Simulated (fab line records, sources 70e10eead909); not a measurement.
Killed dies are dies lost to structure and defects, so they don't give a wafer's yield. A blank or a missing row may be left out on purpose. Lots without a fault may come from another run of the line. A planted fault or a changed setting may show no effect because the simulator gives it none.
Chamber matching | flow nand_harc | NHARC_A_CHANNEL_FILL_D1_ETCHBACK_20 on rie_diel-07: 4 sister chambers
The step etches the open film in C4F8/O2/Ar, target depth 27 nm, time 13.5 s. 8 wafers are shown with their chamber, then 10 later ones without.

WAFERS WITH THEIR CHAMBER
wafer  | chamber | rf_vpp_V (V) | oes_product_au (a.u.)
L190.6 | 3       | 989          | 0.92
L199.5 | 2       | 971          | 0.99
L201.3 | 2       | 971          | 0.97
L200.3 | 0       | 976          | 0.97
L200.5 | 0       | 975          | 0.97
L200.6 | 1       | 974          | 0.97
L206.3 | 1       | 973          | 0.91
L206.4 | 3       | 987          | 0.93

WAFERS WITHOUT THEIR CHAMBER
wafer  | rf_vpp_V (V) | oes_product_au (a.u.)
L206.6 | 972          | 0.92
L207.1 | 987          | 0.95
L207.2 | 973          | 0.92
L207.3 | 976          | 0.92
L208.4 | 970          | 0.92
L208.5 | 973          | 0.91
L208.6 | 975          | 0.93
L211.4 | 972          | 1.00
L211.5 | 970          | 1.00
L211.6 | 971          | 0.99

WHICH CHAMBER EACH WENT THROUGH
wafer  | from the rows above     | in truth
L206.6 | can't be placed: 1 or 2 | 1
L207.1 | 3                       | 3
L207.2 | 1                       | 1
L207.3 | can't be placed: 0 or 1 | 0
L208.4 | can't be placed: 2 or 1 | 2
L208.5 | 1                       | 1
L208.6 | can't be placed: 1 or 0 | 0
L211.4 | can't be placed: 2 or 1 | 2
L211.5 | 2                       | 2
L211.6 | 2                       | 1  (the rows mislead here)
Placed correctly: 4 of 10. Can't be placed from these rows: 5 (the true chamber is among the candidates in 5). Placed wrongly: 1.
How it was worked out, from the rows above alone: a wafer's distance from a chamber is the root of the sum, over the readings, of the square of ((its reading less the chamber's mean) divided by the reading's scatter). The wafer belongs to the nearest chamber; if the next one is less than 2 further off, it can't be placed. A chamber's mean is the mean of its shown wafers. The scatter: the root of (the sum of the squares of (reading less its chamber's mean) over the shown wafers, divided by (wafers less chambers)).
